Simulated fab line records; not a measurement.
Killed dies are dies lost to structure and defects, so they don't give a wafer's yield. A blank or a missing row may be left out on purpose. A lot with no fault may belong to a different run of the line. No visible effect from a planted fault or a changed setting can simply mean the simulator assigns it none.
What tool caused it?    flow nand_harc    36 wafers from 12 lots sampled at 6 of the route's 1159 steps

WHAT THE GAUGES READ, wafer by wafer
NHARC_A_SOURCE_PLATE_INSPECT_08. Usual: 69 for raw_defect_count, sd 25.
lot   measured      on                 raw_defect_count  flag
L156  day 8 09:01   defect_inspect-01  102 101 54        
L158  day 8 09:01   defect_inspect-02  42 47 83          
L160  day 8 14:44   defect_inspect-02  114 104 178       
L161  day 8 18:30   defect_inspect-02  91 85 52          
L162  day 9 00:25   defect_inspect-01  73 56 98          
L163  day 9 00:25   defect_inspect-02  57 76 39          
L167  day 10 17:02  defect_inspect-01  71 66 52          
L168  day 10 17:02  defect_inspect-01  38 56 64          
L169  day 11 09:56  defect_inspect-01  76 51 129         
L176  day 12 10:52  defect_inspect-02  55 50 61          
L177  day 13 03:31  defect_inspect-02  52 66 45          
L179  day 13 09:17  defect_inspect-02  34 85 117         

NHARC_A_ONON_D1_THK_MEAS_02: measures by ellipsometry. Usual: 1002 nm for thk_nm, sd 9.3.
lot   measured      on             thk_nm (nm)     flag
L156  day 8 09:56   film_metro-02  1001 1001 1000  
L158  day 8 09:35   film_metro-02  988 988 989     
L160  day 8 15:19   film_metro-02  994 991 991     
L161  day 8 19:18   film_metro-01  1009 1008 1009  
L162  day 9 00:59   film_metro-02  1006 1005 1005  
L163  day 9 01:00   film_metro-02  995 994 994     
L167  day 10 17:38  film_metro-02  1013 1317 1012  OFF
L168  day 10 17:38  film_metro-02  1013 1015 1014  
L169  day 11 10:31  film_metro-01  1013 1318 1318  OFF
L176  day 12 11:27  film_metro-02  1006 1004 1005  
L177  day 13 04:05  film_metro-01  1008 1011 1010  
L179  day 13 09:52  film_metro-01  996 996 997     

NHARC_END_SORT_01. Usual: killed_at_array 29, standard deviation 10; killed_at_other 0.7, standard deviation 1.1; killed_at_periphery 3.2, standard deviation 2.2; killed_dies 33, standard deviation 11; killed_open 3.5, standard deviation 1.8; killed_short 2.0, standard deviation 1.4.
lot   measured      on         killed_at_array  killed_at_other  killed_at_periphery  killed_dies  killed_open  killed_short  flag
L167  day 22 09:56  prober-02  38 668 39        0 1 1            8 8 7                46 677 47    3 5 4        1 3 2         OFF
L169  day 23 06:19  prober-02  26 677 675       0 0 1            3 0 1                29 677 677   3 2 3        4 1 1         OFF

WHAT TOOL EACH LOT RAN ON (gives the tool, then ch and the chambers of the sampled wafers, and finally the start)
lot   NHARC_P_BONDPAD_ETCH_37             NHARC_P_BONDPAD_ACTIVATE_29         NHARC_A_ONON_D1_DEP_00
L156  rie_diel-08 ch 1,3, day 7 05:29     rie_diel-07 ch 0,2,3, day 7 09:40   pecvd_onon-03 ch 0, day 8 09:29
L158  rie_diel-02 ch 0,2,3, day 7 06:14   rie_diel-07 ch 2,3, day 7 08:55     pecvd_onon-03 ch 0, day 8 09:04
L160  rie_diel-08 ch 0,3, day 7 12:43     rie_diel-02 ch 0,1,3, day 7 15:44   pecvd_onon-01 ch 0, day 8 14:49
L161  rie_diel-02 ch 0,3, day 7 17:02     rie_diel-02 ch 1,2, day 7 19:35     pecvd_onon-01 ch 0, day 8 18:47
L162  rie_diel-02 ch 0,1, day 7 22:18     rie_diel-02 ch 1,3, day 8 00:59     pecvd_onon-01 ch 0, day 9 00:29
L163  rie_diel-02 ch 2,3, day 7 23:29     rie_diel-02 ch 0,1,2, day 8 02:05   pecvd_onon-03 ch 0, day 9 00:29
L167  rie_diel-02 ch 2,3, day 9 15:22     rie_diel-02 ch 0,3, day 9 17:55     pecvd_onon-01 ch 0, day 10 17:07
L168  rie_diel-02 ch 1,2,3, day 9 17:11   rie_diel-07 ch 1,2,3, day 9 19:57   pecvd_onon-02 ch 0, day 10 17:05
L169  rie_diel-02 ch 0,2,3, day 10 04:46  rie_diel-02 ch 1,3, day 10 07:19    pecvd_onon-01 ch 0, day 11 10:01
L176  rie_diel-02 ch 0,1,2, day 11 06:29  rie_diel-02 ch 0,1,2, day 11 09:02  pecvd_onon-03 ch 0, day 12 11:07
L177  rie_diel-02 ch 0,2,3, day 12 00:07  rie_diel-02 ch 0,1,2, day 12 02:39  pecvd_onon-02 ch 0, day 13 03:34
L179  rie_diel-02 ch 0,1,3, day 12 07:28  rie_diel-02 ch 1,2,3, day 12 10:14  pecvd_onon-03 ch 0, day 13 09:21
- NHARC_P_BONDPAD_ETCH_37: etches the open film in N2/H2, target depth 60 nm, overetch 18 nm, time 65.91 s.
- NHARC_P_BONDPAD_ACTIVATE_29: chemistry N2, time 60 s.
- NHARC_A_ONON_D1_DEP_00: target thk 1000 nm.

WHAT THE TOOLS THEMSELVES READ (means of the sampled wafers that have a number; where no wafer has one, the mark that the record gives instead)
NHARC_P_BONDPAD_ETCH_37. Usual: drypump_motor_current_A 5.46 A, standard deviation 0.28; oes_product_au 0.999 a.u., standard deviation 0.0097; rf_vpp_V 429.8 V, standard deviation 2.6; showerhead_plenum_p_Torr 2.01 Torr, standard deviation 0.085; throttle_valve_pct 14.172 %, standard deviation 0.0088.
lot   tool         drypump_motor_current_A (A)  oes_product_au (a.u.)  rf_vpp_V (V)  showerhead_plenum_p_Torr (Torr)  throttle_valve_pct (%)  flag
L156  rie_diel-08  5.50                         1.006                  429.5         2.00                             14.168                  
L158  rie_diel-02  5.48                         1.002                  430.0         2.01                             14.171                  
L160  rie_diel-08  5.68                         1.003                  428.7         1.93                             14.168                  
L161  rie_diel-02  5.59                         0.998                  431.7         2.04                             14.170                  
L162  rie_diel-02  5.42                         0.997                  431.8         2.09                             14.167                  
L163  rie_diel-02  5.37                         0.997                  428.1         1.97                             14.172                  
L167  rie_diel-02  5.45                         0.998                  428.2         1.93                             14.172                  
L168  rie_diel-02  5.26                         0.993                  428.8         1.98                             14.177                  
L169  rie_diel-02  5.50                         0.995                  430.1         2.01                             14.172                  
L176  rie_diel-02  5.29                         0.992                  431.8         2.05                             14.166                  
L177  rie_diel-02  5.50                         0.991                  430.2         2.01                             14.162                  
L179  rie_diel-02  5.38                         1.003                  429.7         2.01                             14.160                  

NHARC_P_BONDPAD_ACTIVATE_29. Usual: drypump_motor_current_A 5.46 A, standard deviation 0.28; oes_product_au 0.998 a.u., standard deviation 0.0093; rf_vpp_V 64.0 V, standard deviation 0.97; showerhead_plenum_p_Torr 1.75 Torr, standard deviation 0.075.
lot   tool         drypump_motor_current_A (A)  oes_product_au (a.u.)  rf_vpp_V (V)  showerhead_plenum_p_Torr (Torr)  flag
L156  rie_diel-07  5.67                         0.996                  64.0          1.82                             
L158  rie_diel-07  5.49                         0.988                  63.5          1.77                             
L160  rie_diel-02  5.36                         1.004                  64.2          1.75                             
L161  rie_diel-02  5.16                         0.999                  64.1          1.75                             
L162  rie_diel-02  5.36                         1.010                  63.6          1.68                             
L163  rie_diel-02  5.30                         0.999                  63.6          1.78                             
L167  rie_diel-02  5.61                         0.994                  64.3          1.77                             
L168  rie_diel-07  5.61                         0.987                  63.8          1.77                             
L169  rie_diel-02  5.16                         1.006                  63.8          1.71                             
L176  rie_diel-02  5.30                         0.991                  63.8          1.78                             
L177  rie_diel-02  5.29                         0.991                  64.1          1.78                             
L179  rie_diel-02  5.25                         1.001                  64.3          1.71                             

THE ANSWER, worked out from the rows above alone
Rule: a lot counts as off when the mean over its wafers that have a number is more than 3 standard deviations away from the usual mean. Also off: a lot with no number at a reading for which 4 or more lots have one. The other lots that the step has rows for count as sound. First the gauges in route order, then the tools' own readings, where a lot's mean is used as printed above. At the first step where some lot is off, the reading lying furthest off is the one used; lots without a number count as furthest.
Off, at NHARC_A_ONON_D1_THK_MEAS_02 on thk_nm: L167, L169.
A tool fits if, at a process step before that reading, it ran every lot that is off, and no sound lot after the first of them. Not tried: the gauges at NHARC_A_ONON_D1_THK_MEAS_02; whatever is off there is also off at NHARC_END_SORT_01, on other tools, and gauge error can't account for it. One candidate fits, namely pecvd_onon-01 at NHARC_A_ONON_D1_DEP_00. Its last sound lot is L162 (day 9 00:29), its first lot that is off L167 (day 10 17:07): a fault that began between those two fits.

WHAT THE SIMULATOR PUT IN
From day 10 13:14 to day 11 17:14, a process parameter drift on pecvd_onon-01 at NHARC_A_ONON_D1_DEP_00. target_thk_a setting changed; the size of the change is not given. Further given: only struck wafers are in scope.
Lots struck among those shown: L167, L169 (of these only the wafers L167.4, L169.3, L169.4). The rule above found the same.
